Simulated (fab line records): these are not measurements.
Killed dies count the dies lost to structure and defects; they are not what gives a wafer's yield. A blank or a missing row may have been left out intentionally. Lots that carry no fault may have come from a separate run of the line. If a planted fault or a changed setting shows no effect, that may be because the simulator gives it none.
Which of the tools did it? :: flow n5_finfet :: Sampling: 9 lots, 27 wafers, 5 of 1938 route steps

WHAT THE GAUGES READ, wafer by wafer
N5_BEOL_M4_RC_MEAS_101. Usual: DIBL_N 35.9 mV/V, standard deviation 1.9; DIBL_P 35.8 mV/V, standard deviation 2.4; IOFF_N 0.15 nA/um, standard deviation 0.031; IOFF_P 0.21 nA/um, standard deviation 0.037; ION_N 672 uA/um, standard deviation 13; ION_P 462 uA/um, standard deviation 8.3; SS_N 71.5 mV/dec, standard deviation 0.72; SS_P 73.2 mV/dec, standard deviation 0.67; VT_N 250 mV, standard deviation 3.4; VT_P -250 mV, standard deviation 3.4.
lot: L733
measured: day 8 08:36
on: prober-01
DIBL_N (mV/V): 36.6 34.4 35.2
DIBL_P (mV/V): 36.7 35.1 36.2
IOFF_N (nA/um): 0.16 0.12 0.14
IOFF_P (nA/um): 0.23 0.21 0.23
ION_N (uA/um): 671 640 667
ION_P (uA/um): 469 456 472
SS_N (mV/dec): 71.6 70.6 70.9
SS_P (mV/dec): 73.5 73.6 73.5
VT_N (mV): 250 257 253
VT_P (mV): -248 -249 -249
flag: 

lot: L734
measured: day 8 16:59
on: prober-02
DIBL_N (mV/V): 32.8 33.6 32.4
DIBL_P (mV/V): 33.2 34.1 32.9
IOFF_N (nA/um): 0.11 0.11 0.10
IOFF_P (nA/um): 0.14 0.14 0.13
ION_N (uA/um): 650 640 651
ION_P (uA/um): 452 435 444
SS_N (mV/dec): 70.8 70.8 70.5
SS_P (mV/dec): 72.9 73.1 72.6
VT_N (mV): 255 259 258
VT_P (mV): -258 -259 -258
flag: 

lot: L735
measured: day 9 05:14
on: prober-02
DIBL_N (mV/V): 35.8 37.4 35.5
DIBL_P (mV/V): 35.0 36.8 34.3
IOFF_N (nA/um): 0.13 0.16 0.13
IOFF_P (nA/um): 0.18 0.22 0.18
ION_N (uA/um): 661 669 669
ION_P (uA/um): 453 462 459
SS_N (mV/dec): 71.1 72.1 71.0
SS_P (mV/dec): 72.7 73.6 73.0
VT_N (mV): 251 252 252
VT_P (mV): -252 -250 -251
flag: 

lot: L741
measured: day 10 04:37
on: prober-02
DIBL_N (mV/V): 37.3 40.0 34.2
DIBL_P (mV/V): 35.6 39.7 33.6
IOFF_N (nA/um): 0.15 0.20 0.11
IOFF_P (nA/um): 0.20 0.27 0.18
ION_N (uA/um): 661 683 652
ION_P (uA/um): 455 464 455
SS_N (mV/dec): 72.2 73.4 71.5
SS_P (mV/dec): 73.8 73.9 72.0
VT_N (mV): 252 248 255
VT_P (mV): -250 -249 -252
flag: 

lot: L744
measured: day 11 13:04
on: prober-01
DIBL_N (mV/V): 38.2 34.0 36.5
DIBL_P (mV/V): 38.1 32.7 35.6
IOFF_N (nA/um): 0.20 0.13 0.17
IOFF_P (nA/um): 0.28 0.19 0.24
ION_N (uA/um): 686 665 675
ION_P (uA/um): 473 461 469
SS_N (mV/dec): 71.8 70.9 70.3
SS_P (mV/dec): 74.0 72.1 73.5
VT_N (mV): 245 251 250
VT_P (mV): -246 -249 -246
flag: 

lot: L748
measured: day 12 00:19
on: prober-01
DIBL_N (mV/V): 35.3 35.6 34.8
DIBL_P (mV/V): 36.0 35.1 35.6
IOFF_N (nA/um): 0.14 0.14 0.13
IOFF_P (nA/um): 0.21 0.19 0.20
ION_N (uA/um): 675 669 666
ION_P (uA/um): 473 460 461
SS_N (mV/dec): 70.9 70.4 71.4
SS_P (mV/dec): 73.6 73.2 72.9
VT_N (mV): 251 252 254
VT_P (mV): -248 -250 -251
flag: 

lot: L750
measured: day 12 23:16
on: prober-01
DIBL_N (mV/V): 35.1 38.3 37.1
DIBL_P (mV/V): 33.9 38.0 36.6
IOFF_N (nA/um): 0.13 0.18 0.16
IOFF_P (nA/um): 0.17 0.23 0.20
ION_N (uA/um): 674 693 674
ION_P (uA/um): 463 480 455
SS_N (mV/dec): 71.7 71.4 72.0
SS_P (mV/dec): 72.8 73.7 73.1
VT_N (mV): 254 250 251
VT_P (mV): -256 -249 -253
flag: 

lot: L754
measured: day 13 22:01
on: prober-01
DIBL_N (mV/V): 38.1 37.9 35.8
DIBL_P (mV/V): 39.6 38.2 37.0
IOFF_N (nA/um): 0.19 0.18 0.15
IOFF_P (nA/um): 0.26 0.23 0.20
ION_N (uA/um): 677 696 674
ION_P (uA/um): 462 474 464
SS_N (mV/dec): 72.5 72.1 71.2
SS_P (mV/dec): 74.5 74.2 74.0
VT_N (mV): 246 249 251
VT_P (mV): -246 -248 -251
flag: 

lot: L755
measured: day 14 01:53
on: prober-02
DIBL_N (mV/V): 34.6 36.8 36.9
DIBL_P (mV/V): 33.6 35.7 35.7
IOFF_N (nA/um): 0.13 0.17 0.16
IOFF_P (nA/um): 0.20 0.23 0.23
ION_N (uA/um): 674 690 682
ION_P (uA/um): 473 475 473
SS_N (mV/dec): 70.6 71.4 71.3
SS_P (mV/dec): 72.7 73.0 72.5
VT_N (mV): 250 249 253
VT_P (mV): -251 -247 -247
flag: 

N5_BEOL_M9_OVL_MEAS_12. Usual: for M9_OVL the level is 0.4 nm and the standard deviation is 0.65.
lot: L733
measured: day 10 03:46
on: overlay-01
M9_OVL (nm): 0.3 0.3 0.8
flag: 

lot: L734
measured: day 10 14:34
on: overlay-02
M9_OVL (nm): -0.3 0.5 -0.6
flag: 

lot: L735
measured: day 10 22:10
on: overlay-02
M9_OVL (nm): 0.1 0.4 1.0
flag: 

lot: L741
measured: day 11 21:12
on: overlay-02
M9_OVL (nm): 0.6 1.2 0.1
flag: 

lot: L744
measured: day 13 09:31
on: overlay-01
M9_OVL (nm): 0.0 -0.1 0.0
flag: 

lot: L748
measured: day 13 16:48
on: overlay-01
M9_OVL (nm): 0.1 -0.1 -1.0
flag: 

lot: L750
measured: day 14 12:53
on: overlay-02
M9_OVL (nm): 0.5 0.1 0.3
flag: 

lot: L754
measured: day 15 16:40
on: overlay-01
M9_OVL (nm): 0.5 1.9 0.2
flag: 

lot: L755
measured: day 15 17:11
on: overlay-01
M9_OVL (nm): 0.9 0.3 0.4
flag: 

N5_BEOL_M10_THK_MEAS_01. Usual: for M10_ILD_THK the level is 269 nm and the standard deviation is 3.8.
lot: L733
measured: day 10 09:16
on: film_metro-01
M10_ILD_THK (nm): 268 264 270
flag: 

lot: L734
measured: day 10 21:25
on: film_metro-02
M10_ILD_THK (nm): 263 264 266
flag: 

lot: L735
measured: day 11 05:16
on: film_metro-01
M10_ILD_THK (nm): 266 270 270
flag: 

lot: L741
measured: day 12 04:20
on: film_metro-02
M10_ILD_THK (nm): 272 271 269
flag: 

lot: L744
measured: day 13 15:06
on: film_metro-02
M10_ILD_THK (nm): 264 198 274
flag: OFF

lot: L748
measured: day 13 22:52
on: film_metro-02
M10_ILD_THK (nm): 262 268 270
flag: 

lot: L750
measured: day 14 18:31
on: film_metro-01
M10_ILD_THK (nm): 269 274 275
flag: 

lot: L754
measured: day 16 00:56
on: film_metro-02
M10_ILD_THK (nm): 268 266 276
flag: 

lot: L755
measured: day 16 01:55
on: film_metro-01
M10_ILD_THK (nm): 272 273 270
flag: 

WHAT TOOL EACH LOT RAN ON (gives the tool, then ch and the chambers of the sampled wafers, and finally the start)
lot: L733
N5_BEOL_M9_STRIP_67: rie_diel-03 ch 2,3, day 10 04:03
N5_BEOL_M10_ILD_DEP_00: pecvd-03 ch 0,2, day 10 08:27

lot: L734
N5_BEOL_M9_STRIP_67: rie_diel-03 ch 0,1,2, day 10 14:50
N5_BEOL_M10_ILD_DEP_00: pecvd-01 ch 0,1,2, day 10 20:49

lot: L735
N5_BEOL_M9_STRIP_67: rie_diel-03 ch 0,2,3, day 10 22:35
N5_BEOL_M10_ILD_DEP_00: pecvd-03 ch 1,2, day 11 04:40

lot: L741
N5_BEOL_M9_STRIP_67: rie_diel-02 ch 2,3, day 11 21:44
N5_BEOL_M10_ILD_DEP_00: pecvd-01 ch 0,1,2, day 12 03:16

lot: L744
N5_BEOL_M9_STRIP_67: rie_diel-01 ch 0,1,3, day 13 09:48
N5_BEOL_M10_ILD_DEP_00: pecvd-01 ch 0,1,2, day 13 14:31

lot: L748
N5_BEOL_M9_STRIP_67: rie_diel-03 ch 0,3, day 13 17:05
N5_BEOL_M10_ILD_DEP_00: pecvd-04 ch 0,2, day 13 22:17

lot: L750
N5_BEOL_M9_STRIP_67: rie_diel-02 ch 2,3, day 14 13:10
N5_BEOL_M10_ILD_DEP_00: pecvd-04 ch 0,1,2, day 14 17:51

lot: L754
N5_BEOL_M9_STRIP_67: rie_diel-02 ch 0,2, day 15 18:09
N5_BEOL_M10_ILD_DEP_00: pecvd-04 ch 0,1,2, day 15 23:52

lot: L755
N5_BEOL_M9_STRIP_67: rie_diel-03 ch 1,2,3, day 15 19:22
N5_BEOL_M10_ILD_DEP_00: pecvd-04 ch 0,1, day 16 01:19
- N5_BEOL_M9_STRIP_67: strips in CF4.
- N5_BEOL_M10_ILD_DEP_00: deposits SiCOH lowk from DEMS/porogen, target thk 308.51 nm, time 58 s.

AS READ BY THE TOOLS THEMSELVES (means over the sampled wafers that have a number; for cases with no such wafer, the mark the record gives instead)
N5_BEOL_M9_STRIP_67. Usual: bias_power_w 74.94 W, standard deviation 0.22; drypump_motor_current_A 5.6 A, standard deviation 0.5; oes_product_au 0.75 a.u., standard deviation 0.053; rf_vpp_V 271.6 V, standard deviation 1.8; showerhead_plenum_p_Torr 1.81 Torr, standard deviation 0.069; throttle_valve_pct 13.72 %, standard deviation 0.2.
lot: L733
tool: rie_diel-03
bias_power_w (W): 75.02
drypump_motor_current_A (A): 6.0
oes_product_au (a.u.): 0.75
rf_vpp_V (V): 273.1
showerhead_plenum_p_Torr (Torr): 1.87
throttle_valve_pct (%): 13.58
flag: 

lot: L734
tool: rie_diel-03
bias_power_w (W): 75.07
drypump_motor_current_A (A): 5.6
oes_product_au (a.u.): 0.73
rf_vpp_V (V): 271.3
showerhead_plenum_p_Torr (Torr): 1.82
throttle_valve_pct (%): 13.77
flag: 

lot: L735
tool: rie_diel-03
bias_power_w (W): 75.09
drypump_motor_current_A (A): 5.9
oes_product_au (a.u.): 0.74
rf_vpp_V (V): 272.0
showerhead_plenum_p_Torr (Torr): 1.84
throttle_valve_pct (%): 13.71
flag: 

lot: L741
tool: rie_diel-02
bias_power_w (W): 74.90
drypump_motor_current_A (A): 5.9
oes_product_au (a.u.): 0.78
rf_vpp_V (V): 269.1
showerhead_plenum_p_Torr (Torr): 1.73
throttle_valve_pct (%): 13.74
flag: 

lot: L744
tool: rie_diel-01
bias_power_w (W): 74.90
drypump_motor_current_A (A): 5.7
oes_product_au (a.u.): 0.75
rf_vpp_V (V): 272.1
showerhead_plenum_p_Torr (Torr): 1.84
throttle_valve_pct (%): 13.79
flag: 

lot: L748
tool: rie_diel-03
bias_power_w (W): 74.84
drypump_motor_current_A (A): 5.5
oes_product_au (a.u.): 0.73
rf_vpp_V (V): 270.8
showerhead_plenum_p_Torr (Torr): 1.81
throttle_valve_pct (%): 13.92
flag: 

lot: L750
tool: rie_diel-02
bias_power_w (W): 74.78
drypump_motor_current_A (A): 5.8
oes_product_au (a.u.): 0.79
rf_vpp_V (V): 271.8
showerhead_plenum_p_Torr (Torr): 1.80
throttle_valve_pct (%): 13.66
flag: 

lot: L754
tool: rie_diel-02
bias_power_w (W): 75.18
drypump_motor_current_A (A): 5.6
oes_product_au (a.u.): 0.71
rf_vpp_V (V): 269.5
showerhead_plenum_p_Torr (Torr): 1.72
throttle_valve_pct (%): 13.91
flag: 

lot: L755
tool: rie_diel-03
bias_power_w (W): 75.16
drypump_motor_current_A (A): 5.8
oes_product_au (a.u.): 0.71
rf_vpp_V (V): 271.8
showerhead_plenum_p_Torr (Torr): 1.83
throttle_valve_pct (%): 13.73
flag: 

N5_BEOL_M10_ILD_DEP_00. Usual: heater_power_w 317 W, standard deviation 59; showerhead_plenum_p_Torr 5.740 Torr, standard deviation 0.013; throttle_valve_pct 14.2 %, standard deviation 1.
lot: L733
tool: pecvd-03
heater_power_w (W): 303
showerhead_plenum_p_Torr (Torr): 5.735
throttle_valve_pct (%): 14.1
flag: 

lot: L734
tool: pecvd-01
heater_power_w (W): 357
showerhead_plenum_p_Torr (Torr): 5.725
throttle_valve_pct (%): 14.2
flag: 

lot: L735
tool: pecvd-03
heater_power_w (W): 333
showerhead_plenum_p_Torr (Torr): 5.759
throttle_valve_pct (%): 13.3
flag: 

lot: L741
tool: pecvd-01
heater_power_w (W): 332
showerhead_plenum_p_Torr (Torr): 5.736
throttle_valve_pct (%): 14.3
flag: 

lot: L744
tool: pecvd-01
heater_power_w (W): 346
showerhead_plenum_p_Torr (Torr): 5.732
throttle_valve_pct (%): 14.3
flag: 

lot: L748
tool: pecvd-04
heater_power_w (W): 241
showerhead_plenum_p_Torr (Torr): 5.742
throttle_valve_pct (%): 13.7
flag: 

lot: L750
tool: pecvd-04
heater_power_w (W): 273
showerhead_plenum_p_Torr (Torr): 5.752
throttle_valve_pct (%): 14.5
flag: 

lot: L754
tool: pecvd-04
heater_power_w (W): 266
showerhead_plenum_p_Torr (Torr): 5.738
throttle_valve_pct (%): 14.4
flag: 

lot: L755
tool: pecvd-04
heater_power_w (W): 318
showerhead_plenum_p_Torr (Torr): 5.749
throttle_valve_pct (%): 15.1
flag: 

THE ANSWER, worked out from the rows above alone
Rule: a lot counts as off when the mean over its wafers that have a number is more than 3 standard deviations away from the usual mean. Also off: a lot with no number at a reading for which 4 or more lots have one. The other lots that the step has rows for count as sound. First the gauges in route order, then the tools' own readings, where a lot's mean is used as printed above. At the first step where some lot is off, the reading lying furthest off is the one used; lots without a number count as furthest.
Off: L744, seen at N5_BEOL_M10_THK_MEAS_01 (M10_ILD_THK).
A tool fits if, at a process step before that reading, it ran every lot that is off, and no sound lot after the first of them. The gauges at N5_BEOL_M10_THK_MEAS_01 are tried like those tools. 2 tools fit, rie_diel-01 at N5_BEOL_M9_STRIP_67 and pecvd-01 at N5_BEOL_M10_ILD_DEP_00, so this cannot tell which one it is.

WHAT HAD BEEN PUT IN BY THE SIMULATOR
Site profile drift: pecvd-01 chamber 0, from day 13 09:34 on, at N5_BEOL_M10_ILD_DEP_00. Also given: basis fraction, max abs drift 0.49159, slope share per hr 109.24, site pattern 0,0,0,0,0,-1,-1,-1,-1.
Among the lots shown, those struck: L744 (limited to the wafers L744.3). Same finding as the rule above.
